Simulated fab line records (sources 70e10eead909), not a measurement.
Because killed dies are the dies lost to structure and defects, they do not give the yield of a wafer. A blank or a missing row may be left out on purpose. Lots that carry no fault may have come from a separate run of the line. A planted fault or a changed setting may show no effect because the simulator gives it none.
Matching of chambers + flow nand-harc + cmp-04 running NHARC_P_M1_CMP_23: 4 sister chambers
The step polishes, t overpolish 20 s, target thk 157.82 nm. 4 wafers are shown with their chamber, then 7 later ones without.

EACH WAFER AND ITS CHAMBER
| wafer  | chamber | motor-current-A (A) |
|--------|---------|---------------------|
| L085.4 | 0       | 12.4                |
| L085.5 | 1       | 14.1                |
| L088.1 | 2       | 12.1                |
| L088.5 | 3       | 11.2                |

WAFERS MISSING THEIR CHAMBER
| wafer  | motor-current-A (A) |
|--------|---------------------|
| L088.6 | 12.0                |
| L093.2 | 11.5                |
| L093.4 | 13.9                |
| L093.5 | 11.1                |
| L096.1 | 12.9                |
| L096.3 | 11.2                |
| L096.4 | 11.7                |

WHICH CHAMBER EACH WENT THROUGH
| wafer  | from the rows above          | in truth                   |
|--------|------------------------------|----------------------------|
| L088.6 | can't be placed: 2 or 0      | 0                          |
| L093.2 | can't be placed: 3 or 2      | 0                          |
| L093.4 | 1                            | 1                          |
| L093.5 | 3                            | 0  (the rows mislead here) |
| L096.1 | can't be placed: 0 or 2      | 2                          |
| L096.3 | 3                            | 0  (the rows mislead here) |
| L096.4 | can't be placed: 2 or 3 or 0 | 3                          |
Correctly placed: 1 of 7. Can't be placed from these rows: 4 (the true chamber is among the candidates in 3). Number placed wrongly: 2.
How it was worked out, from the rows above alone: a wafer's distance from a chamber is the root of the sum, over the readings, of the square of ((its reading less the chamber's mean) divided by the reading's scatter). The wafer belongs to the nearest chamber; if the next one is less than 2 further off, it can't be placed. A chamber's mean is the mean of its shown wafers. The scatter (one wafer shown for each chamber): square how far every hidden wafer sits from the nearest shown wafer, average those squares and take the square root.
